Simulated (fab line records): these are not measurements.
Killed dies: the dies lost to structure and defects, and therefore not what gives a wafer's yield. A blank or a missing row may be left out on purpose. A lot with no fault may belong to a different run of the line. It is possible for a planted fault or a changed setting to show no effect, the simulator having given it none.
Matching of chambers ; flow n5-finfet ; 4 sister chambers for N5_BEOL_M9_CMP_52 on cmp-04
The step polishes, stops on SiCOH lowk, t overpolish 7 s, target thk 140 nm. 4 wafers are shown with their chamber, then 7 later ones without.

== WAFERS WITH THEIR CHAMBER ==
wafer;chamber;time-to-endpoint-s (s)
L855.5;1;64
L857.6;2;65
L862.3;3;62
L862.4;0;69

== WAFERS WHOSE CHAMBER IS MISSING ==
wafer;time-to-endpoint-s (s)
L862.6;62
L864.2;72
L864.4;67
L864.6;64
L871.1;67
L871.2;66
L871.3;63

== WHICH CHAMBER EACH WENT THROUGH ==
wafer;from the rows above;in truth
L862.6;can't be placed: 3 or 1 or 2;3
L864.2;0;0
L864.4;can't be placed: 0 or 2 or 1 or 3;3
L864.6;can't be placed: 1 or 2 or 3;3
L871.1;can't be placed: 0 or 2 or 1 or 3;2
L871.2;can't be placed: 2 or 1 or 0 or 3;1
L871.3;can't be placed: 1 or 3 or 2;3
1 of 7 placed correctly. From these rows, 6 cannot be placed; in 6 the true chamber is one of the candidates. Number placed wrongly: 0.
How it was worked out, from the rows above alone: a wafer's distance from a chamber is the root of the sum, over the readings, of the square of ((its reading less the chamber's mean) divided by the reading's scatter). The wafer belongs to the nearest chamber; if the next one is less than 2 further off, it can't be placed. For every chamber, the mean is computed from those of its wafers that are shown. The scatter (one wafer shown for each chamber): square how far every hidden wafer sits from the nearest shown wafer, average those squares and take the square root.
